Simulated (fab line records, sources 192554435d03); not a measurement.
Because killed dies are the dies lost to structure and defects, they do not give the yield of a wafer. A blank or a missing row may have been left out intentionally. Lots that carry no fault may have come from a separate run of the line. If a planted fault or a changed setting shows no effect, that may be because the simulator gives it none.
Chamber matching -- flow n5Finfet -- rieDiel-03 running N5_BEOL_M8_VIA_ETCH_34: 4 sister chambers
The step etches SiCOH lowk in C4F6/O2, target depth 125.5 nm, time 50.5 s. 8 wafers are shown with their chamber, then 8 later ones without.

## EACH WAFER AND ITS CHAMBER
wafer,chamber,rfVppV (V),drypumpMotorCurrentA (A)
L075.2,3,685,5.88
L075.5,3,686,5.85
L086.2,2,651,6.07
L086.4,2,652,6.08
L088.1,1,666,5.93
L088.3,0,662,5.41
L088.5,1,666,5.93
L090.1,0,661,5.45

## WAFERS WITH NO CHAMBER GIVEN
wafer,rfVppV (V),drypumpMotorCurrentA (A)
L090.2,666,5.92
L090.4,663,5.45
L096.1,666,5.91
L096.3,650,6.08
L096.5,683,5.90
L095.1,686,5.85
L095.3,665,5.92
L095.6,650,6.07

## CHAMBER TAKEN BY EACH
wafer,from the rows above,in truth
L090.2,1,1
L090.4,0,0
L096.1,1,1
L096.3,2,2
L096.5,3,3
L095.1,3,3
L095.3,1,1
L095.6,2,2
8 of 8 placed correctly. Not placeable from these rows: 0. Placed wrongly: 0.
How it was worked out, from the rows above alone: a wafer's distance from a chamber is the root of the sum, over the readings, of the square of ((its reading less the chamber's mean) divided by the reading's scatter). The wafer belongs to the nearest chamber; if the next one is less than 2 further off, it can't be placed. For every chamber, the mean is computed from those of its wafers that are shown. How the scatter is found: for the shown wafers, subtract from each reading the mean of its chamber, square and add these, divide the total by (wafers less chambers), then take the root.
